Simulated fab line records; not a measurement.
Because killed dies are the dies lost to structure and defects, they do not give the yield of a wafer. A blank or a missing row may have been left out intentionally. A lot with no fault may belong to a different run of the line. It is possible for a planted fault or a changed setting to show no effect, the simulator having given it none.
Chamber matching    flow n5 finfet    4 sister chambers for N5_HKMG_FIN_HK_ALD_01 on ald hk-03
The step deposits HfO2, target thk 1.6 nm, pulse time 3 s, purge time 3 s. 20 wafers are shown with their chamber, then 10 later ones without.

## WAFERS, EACH WITH ITS CHAMBER
wafer   chamber  precursor pulse height rel
L076.2  3        1.002
L076.4  1        0.979
L076.5  0        0.954
L079.3  1        0.982
L079.4  0        0.997
L079.6  2        0.966
L080.1  0        1.002
L080.3  2        0.995
L080.4  3        0.946
L081.1  2        1.010
L081.2  1        0.966
L081.5  1        0.991
L082.1  1        0.995
L082.3  2        1.043
L082.4  3        0.978
L085.3  2        1.020
L085.4  3        1.018
L085.6  1        1.022
L087.3  0        1.005
L087.5  1        0.995

SIGNATURES, as means of the wafers listed above
reading                     chamber 0  chamber 1  chamber 2  chamber 3  scatter within a chamber
precursor pulse height rel  0.98950    0.99000    1.00680    0.98600    0.0247
Rule: distance of a wafer from a chamber = root of the sum over the readings of ((wafer's reading minus chamber's mean) / reading's scatter) squared. If the next closest chamber is less than 2 further off than the closest, the wafer can't be placed; otherwise it belongs to the closest. How the scatter is found: for the shown wafers, subtract from each reading the mean of its chamber, square and add these, divide the total by (wafers less chambers), then take the root.

## WAFERS WITHOUT THEIR CHAMBER
wafer   precursor pulse height rel
L087.6  0.977
L088.1  1.004
L088.3  1.023
L088.5  1.000
L090.1  0.972
L090.2  0.983
L090.4  1.009
L096.1  0.989
L096.5  0.992
L096.6  0.986

## EACH ONE'S CHAMBER
wafer   from the rows above                in truth
L087.6  can't be placed: 3 or 0 or 1 or 2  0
L088.1  can't be placed: 2 or 1 or 0 or 3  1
L088.3  can't be placed: 2 or 1 or 0 or 3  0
L088.5  can't be placed: 2 or 1 or 0 or 3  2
L090.1  can't be placed: 3 or 0 or 1 or 2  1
L090.2  can't be placed: 3 or 0 or 1 or 2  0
L090.4  can't be placed: 2 or 1 or 0 or 3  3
L096.1  can't be placed: 0 or 1 or 3 or 2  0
L096.5  can't be placed: 1 or 0 or 3 or 2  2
L096.6  can't be placed: 3 or 0 or 1 or 2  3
Placed correctly: 0 of 10. These rows do not allow placing 10 (true chamber among the candidates in 10). 0 placed wrongly.
